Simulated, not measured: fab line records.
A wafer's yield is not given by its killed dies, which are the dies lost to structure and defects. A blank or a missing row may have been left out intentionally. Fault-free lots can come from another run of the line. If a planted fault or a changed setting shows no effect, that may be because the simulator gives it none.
fab line records	flow nand_harc
record: lots: 5	wafers: 15	last_day: 24
route steps=1159 shown P_GATE@126
lots that met no fault: from a run of the same line without faults
start_h: the number of hours between the record's first day and the start of the first shown wafer of the lot	wait_h: time in hours since the lot's previous step	" the same as in the row above	L1.1+2: one row covering several wafers at once	- no value, or no start was given	* or withheld: withheld	< > ~ a bound
route shown NAME@n: names a module that has steps shown in the file, with the first one's number in the route	usual: mean and standard deviation over wafers with no fault	same: alike in all rows	chamber/n: place in a boat	sites: readings site by site	_std_site: their standard deviation	_edge_site: inner sites' mean taken away from outer sites' mean	radius_mm: how far each site lies from the wafer's centre	mask NAME#n: copy n	behind: the most recent tool/chamber to have shaped the wafer	hold: why the lot went on hold/how many hours it stayed there/how the hold came to an end	device: the transistor (n, p or np) that didn't switch	end of line: tests run on the same wafers once the route is complete	where a step has no rows: the recipe by itself	killed: not the wafer's yield, but the dies lost to structure and defects at the first sort	map: per-die view of a wafer (x killed, . not killed, _ where there is no die)
set.NAME: the setting the step ran with; set.NAME@STEP: the setting that earlier step ran with	model.NAME: the simulator's own value behind a step, which no gauge read
a table for each step, a row for each wafer; lots at some steps of the route
services: the hour from which a tool's chamber was out of use, counted from the record's first day as start_h (under 0 if before that day), plus the number of hours and why
== steps ==
step: NHARC_P_GATE_STRIP_15
recipe: time_s: 780	temp_c: 130	chemistry: SPM
step: NHARC_P_GATE_PRECLEAN_71
recipe: time_s: *	temp_c: 50	bath_age_min: 0	chemistry: SC1
step: NHARC_P_GATE_SRD_72
step: NHARC_P_GATE_OXIDE_16
recipe: target_thk_a: 30	temp_c: 875	ox_time_s: 392	material: SiO2
step: NHARC_P_GATE_CVD_17
recipe: target_thk_a: 1500	temp_c: 620	time_s: 900	material: poly-Si
step: NHARC_P_GATE_HM_DEP_102
recipe: target_thk_a: 1200	temp_c: 400	material: aC
usual: susceptor_temp_C: 400.05/0.22	throttle_valve_pct: 34.999/0.0088
lot.wafer	tool	chamber	start_h	wait_h	susceptor_temp_C	throttle_valve_pct
L327.2	acl_dep-03	0	123.72	4.4	400.03	34.987
L327.5	"	0	"	"	400.25	34.985
L327.6	"	0	"	"	400.07	34.978
L330.4	acl_dep-02	0	136.51	0.8	399.54	35.022
L330.5	"	0	"	"	399.94	35.011
L330.6	"	0	"	"	399.59	34.984
L332.1	acl_dep-03	0	142.69	1.7	399.95	35.003
L332.3	"	0	"	"	400.13	34.988
L332.5	"	0	"	"	400.05	35.006
L340.2	acl_dep-02	0	196.07	1.5	400.39	34.997
L340.5	"	0	"	"	400.01	34.994
L340.6	"	0	"	"	400.30	34.994
L341.1	acl_dep-03	0	203.45	0.5	400.17	34.994
L341.2	"	0	"	"	400.24	35.020
L341.4	"	0	"	"	400.15	34.998
step: NHARC_P_GATE_DEP_103
recipe: target_thk_a: 300	target_thk_nm: 30	temp_c: 400	flow_sccm: 200	rf_w: 350	material: SiON
usual: heater_power_w: 753/89	susceptor_temp_C: 399.98/0.22
lot.wafer	tool	chamber	start_h	wait_h	heater_power_w	susceptor_temp_C
L327.2	pecvd-01	1	124.31	0.5	728	400.32
L327.6	"	1	"	"	744	400.27
L327.5	"	2	"	"	830	399.97
L330.6	pecvd-03	0	136.97	0.1	921	400.25
L330.5	"	1	"	"	655	400.27
L330.4	"	2	"	"	593	399.94
L332.3	pecvd-03	0	143.42	0.4	848	400.23
L332.1	"	2	"	"	568	399.99
L332.5	"	1	"	"	736	400.26
L340.2	pecvd-01	2	196.69	0.5	746	399.77
L340.6	"	0	"	"	882	400.05
L340.5	"	2	"	"	741	399.96
L341.2	pecvd-03	0	204.12	0.4	780	399.73
L341.1	"	2	"	"	618	400.02
L341.4	"	2	"	"	630	399.89
step: NHARC_P_GATE_DEHYDRATE_18
recipe: temp_c: 150	time_s: 120
step: NHARC_P_GATE_HMDS_19
recipe: time_s: 30
step: NHARC_P_GATE_COAT_20
recipe: spin_rpm: 1500	resist_thk_nm: 90
step: NHARC_P_GATE_SOFTBAKE_21
recipe: temp_c: 105	time_s: 55
step: NHARC_P_GATE_EBR_22
step: NHARC_P_GATE_EXPOSE_23
recipe: na: 1.35	target_cd_nm: 120	dose_mj: 93.91	mask_id: P_GATE
lot.wafer	tool	chamber	start_h	wait_h	mask
L327.2+5+6	arfi_scanner-01	0	124.85	-	P_GATE#0
L330.4+5+6	arfi_scanner-01	0	137.44	-	P_GATE_R1#0
L332.1+3+5	arfi_scanner-01	0	143.84	-	P_GATE#0
L340.2+5+6	arfi_scanner-02	0	197.08	-	P_GATE#0
L341.1+2+4	arfi_scanner-03	0	204.66	-	P_GATE#0
step: NHARC_P_GATE_PEB_24
recipe: peb_temp_c: 100	peb_time_s: 65
step: NHARC_P_GATE_DEVELOP_25
recipe: develop_time_s: 35	dev_temp_c: 23
step: NHARC_P_GATE_CD_MEAS_26
recipe: target_cd_nm: 120	landing_energy_ev: 500
usual: cd_nm: 119.7/0.52
lot.wafer	tool	chamber	start_h	wait_h	cd_nm
L327.2	cd_sem-01	0	124.99	-	119.7
L327.5	"	0	"	"	119.6
L327.6	"	0	"	"	120.0
L330.4	cd_sem-02	0	137.57	-	118.1
L330.5	"	0	"	"	118.1
L330.6	"	0	"	"	118.0
L332.1	cd_sem-02	0	143.98	-	119.4
L332.3	"	0	"	"	120.0
L332.5	"	0	"	"	119.9
L340.2	cd_sem-02	0	197.22	-	119.6
L340.5	"	0	"	"	120.2
L340.6	"	0	"	"	120.1
L341.1	cd_sem-03	0	204.80	-	119.7
L341.2	"	0	"	"	119.6
L341.4	"	0	"	"	120.1
step: NHARC_P_GATE_OVL_MEAS_27
usual: overlay_x_nm: 0.1/0.69	overlay_y_nm: -0.2/0.77
lot.wafer	tool	chamber	start_h	wait_h	overlay_x_nm	overlay_y_nm
L327.2	overlay-01	-	125.08	-	0.0	0.1
L327.5	"	-	"	"	0.3	-0.4
L327.6	"	-	"	"	-0.2	0.2
L330.4	overlay-02	-	137.65	-	0.3	-0.4
L330.5	"	-	"	"	0.7	-0.6
L330.6	"	-	"	"	0.7	-0.7
L332.1	overlay-01	-	144.06	-	1.1	0.1
L332.3	"	-	"	"	1.4	-0.5
L332.5	"	-	"	"	1.1	-0.2
L340.2	overlay-01	-	197.31	-	-1.3	-0.8
L340.5	"	-	"	"	-1.1	-0.4
L340.6	"	-	"	"	-1.1	-0.4
L341.1	overlay-01	-	204.89	-	0.2	1.0
L341.2	"	-	"	"	0.1	0.4
L341.4	"	-	"	"	0.0	0.2
step: NHARC_P_GATE_INSPECT_28
usual: raw_defect_count: 5.9/2.9
lot.wafer	tool	chamber	start_h	wait_h	raw_defect_count
L327.2	defect_inspect-01	-	125.11	0.0	10
L327.5	"	-	"	"	12
L327.6	"	-	"	"	7
L330.4	defect_inspect-02	-	137.69	0.0	5
L330.5	"	-	"	"	2
L330.6	"	-	"	"	5
L332.1	defect_inspect-02	-	144.10	0.0	5
L332.3	"	-	"	"	5
L332.5	"	-	"	"	7
L340.2	defect_inspect-01	-	197.34	0.0	4
L340.5	"	-	"	"	4
L340.6	"	-	"	"	7
L341.1	defect_inspect-02	-	204.92	0.0	7
L341.2	"	-	"	"	12
L341.4	"	-	"	"	4
step: NHARC_P_GATE_DESCUM_31
recipe: time_s: 3	o2_flow_sccm: 200	ar_flow_sccm: 0	bias_power_w: 0	chemistry: O2
usual: drypump_motor_current_A: 5.8/0.34	oes_product_au: 0.997/0.008	rf_vpp_V: 57.6/0.85	showerhead_plenum_p_Torr: 1.87/0.074	throttle_valve_pct: 11.311/0.009
lot.wafer	tool	chamber	start_h	wait_h	drypump_motor_current_A	oes_product_au	rf_hours_counter_h	rf_vpp_V	showerhead_plenum_p_Torr	throttle_valve_pct	model.P_GATE.cd_nm
L327.2	rie_diel-02	2	125.19	0.1	5.6	0.999	47	56.4	1.88	11.297	119.8
L327.5	"	0	"	"	6.3	0.990	-	57.5	1.87	11.327	120.2
L327.6	"	1	"	"	5.1	0.993	-	56.8	1.78	11.295	119.8
L330.4	rie_diel-09	1	137.76	0.1	5.5	1.007	9	58.5	1.82	11.315	117.8
L330.6	"	3	"	"	6.1	0.997	-	59.2	1.95	11.311	118.8
L330.5	"	0	"	"	5.8	0.982	-	56.1	1.83	11.303	118.8
L332.3	rie_diel-03	0	144.16	0.1	5.9	0.989	34	58.0	1.93	11.313	120.3
L332.1	"	3	"	"	5.7	0.995	34	56.1	1.85	11.321	119.6
L332.5	"	1	"	"	5.6	0.983	-	59.0	1.94	11.311	120.3
L340.2	rie_diel-09	0	197.40	0.1	5.8	0.993	21	57.8	1.82	11.303	120.6
L340.5	"	0	"	"	5.8	0.983	-	56.8	1.82	11.291	121
L340.6	"	1	"	"	5.5	1.002	-	57.8	1.81	11.302	119.9
L341.1	rie_diel-09	1	205.02	0.1	5.4	1.004	22	56.7	1.81	11.302	119.7
L341.2	"	3	"	"	6.1	0.994	21	56.8	1.95	11.316	120.3
L341.4	"	3	"	"	6.1	0.993	-	57.0	1.95	11.292	120.8
step: NHARC_P_GATE_ETCH_104
recipe: target_depth_a: 600	time_s: withheld	cf4_flow_sccm: 100	chf3_flow_sccm: 30	ar_flow_sccm: 0	rf_w: 500	bias_w: 200	chemistry: CF4/CHF3
usual: drypump_motor_current_A: 5.8/0.33	oes_product_au: 0.938/0.02	rf_vpp_V: 369.4/2	showerhead_plenum_p_Torr: 1.54/0.056	throttle_valve_pct: 16.803/0.0087
lot.wafer	tool	chamber	start_h	wait_h	drypump_motor_current_A	oes_product_au	rf_vpp_V	showerhead_plenum_p_Torr	throttle_valve_pct	model.P_GATE.cd_nm
L327.2	rie_diel-02	3	125.26	0.1	6.5	0.981	366.8	1.47	16.800	119.8
L327.5	"	3	"	"	6.4	0.976	366.6	1.47	16.807	120.3
L327.6	"	0	"	"	6.3	0.952	370.4	1.54	16.801	120
L330.4	rie_diel-09	0	137.84	0.1	5.8	0.935	368.5	1.51	16.814	118.2
L330.5	"	1	"	"	5.5	0.971	369.3	1.50	16.814	119
L330.6	"	2	"	"	6.0	0.967	368.3	1.47	16.790	118.7
L332.1	rie_diel-03	0	144.38	0.2	5.9	0.917	370.8	1.58	16.804	120.5
L332.3	"	2	"	"	5.9	0.926	371.6	1.65	16.803	120.5
L332.5	"	0	"	"	5.9	0.924	368.9	1.58	16.796	121.1
L340.2	rie_diel-09	1	197.49	0.1	5.5	0.965	368.3	1.50	16.786	121
L340.5	"	0	"	"	5.8	0.954	368.1	1.50	16.802	121.3
L340.6	"	1	"	"	5.5	0.968	368.0	1.50	16.799	120.3
L341.1	rie_diel-09	1	205.20	0.2	5.5	0.934	368.8	1.50	16.816	120.4
L341.4	"	2	"	"	6.0	0.921	366.6	1.47	16.791	121
L341.2	"	3	"	"	6.1	0.920	372.4	1.60	16.797	120.7
step: NHARC_P_GATE_HM_OPEN_105
recipe: target_depth_a: 3600	o2_flow_sccm: 400	cos_flow_sccm: 20	ar_flow_sccm: 0	rf_w: 500	bias_w: 300	chemistry: O2/COS
usual: drypump_motor_current_A: 5.8/0.34	oes_product_au: 0.998/0.0084	rf_vpp_V: 465.7/2.6	showerhead_plenum_p_Torr: 3.05/0.11	throttle_valve_pct: 28.331/0.009
lot.wafer	tool	chamber	start_h	wait_h	drypump_motor_current_A	oes_product_au	rf_hours_counter_h	rf_vpp_V	showerhead_plenum_p_Torr	throttle_valve_pct
L327.2	rie_diel-02	0	-	-	6.3	0.993	52	465.1	3.06	28.331
L327.5	"	3	"	"	6.5	1.004	-	462.7	2.92	28.334
L327.6	"	0	"	"	6.3	0.990	-	468.4	3.06	28.329
L330.4	rie_diel-09	1	-	-	5.5	0.994	9	464.0	2.97	28.341
L330.6	"	0	"	"	5.8	0.990	-	464.2	2.99	28.330
L330.5	"	1	"	"	5.5	1.001	-	464.0	2.97	28.323
L332.1	rie_diel-03	2	-	-	5.9	0.987	30	470.2	3.27	28.317
L332.3	"	0	"	"	5.9	0.989	34	467.2	3.14	28.318
L332.5	"	2	"	"	5.9	0.992	-	469.1	3.27	28.314
L340.2	rie_diel-09	3	-	-	6.1	1.001	20	467.7	3.18	28.332
L340.6	"	3	"	"	6.1	1.004	-	468.0	3.18	28.320
L340.5	"	0	"	"	5.8	0.996	-	463.5	2.98	28.336
L341.2	rie_diel-09	1	-	-	5.5	1.003	22	463.9	2.97	28.317
L341.4	"	2	"	"	6.0	0.998	21	463.4	2.91	28.319
L341.1	"	3	"	"	6.1	0.997	21	468.3	3.18	28.327
== services ==
tool	chamber	start_h	hours	kind
rie_diel-09	0	110.97	-	clean
rie_diel-09	1	110.97	-	clean
rie_diel-09	2	110.97	-	clean
rie_diel-09	3	110.97	-	clean
rie_diel-02	1	111.34	3.7	repair
pecvd-03	-	111.41	13.0	pm
rie_diel-03	2	122.14	2.1	repair
arfi_scanner-01	-	124.97	0.7	repair
rie_diel-09	0	135.50	-	clean
rie_diel-09	1	135.50	-	clean
rie_diel-09	2	135.50	-	clean
rie_diel-09	3	135.50	-	clean
arfi_scanner-03	-	140.00	4.0	pm
arfi_scanner-02	-	142.61	1.2	repair
rie_diel-02	2	146.62	4.9	repair
rie_diel-02	-	150.76	9.0	pm
rie_diel-09	0	160.00	-	clean
rie_diel-09	1	160.00	-	clean
rie_diel-09	2	160.00	-	clean
rie_diel-09	3	160.00	-	clean
acl_dep-02	-	168.82	13.0	pm
pecvd-01	2	177.05	2.4	repair
rie_diel-09	0	184.51	-	clean
arfi_scanner-01	-	196.00	4.0	pm
== key ==
first_sign: step: NHARC_P_GATE_EXPOSE_23	reading: mask	direction: changed
effect: step: NHARC_P_GATE_CD_MEAS_26	reading: cd_nm	direction: down	sigmas: 3.3	usual: 119.7	struck: 118.1
model_effect: step: NHARC_P_GATE_DESCUM_31	value: P_GATE.cd_nm	without: 120.8	struck: 118.4
model_effect: step: NHARC_P_GATE_ETCH_104	value: P_GATE.cd_nm	without: 121	struck: 118.7
met_at NHARC_P_GATE_EXPOSE_23
struck_wafers L330.4,L330.5,L330.6
tester_left_out L330
onset_between 124.85 137.44
fault: kind: wrong_mask	tool: any	chamber: -	onset_h: 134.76	steps: NHARC_P_GATE_EXPOSE_23	aux_copy: P_GATE_R1#0	cd_offset_nm: -2.3778	scope: struck_lots_only
tester_left_out: of these lots the tester's yield and bins aren't shown, on N5 and GAA mostly nor the transistor test; their killed dies are dies lost to structure and defects alone, not to doping, threshold or leakage, so they don't give the yield
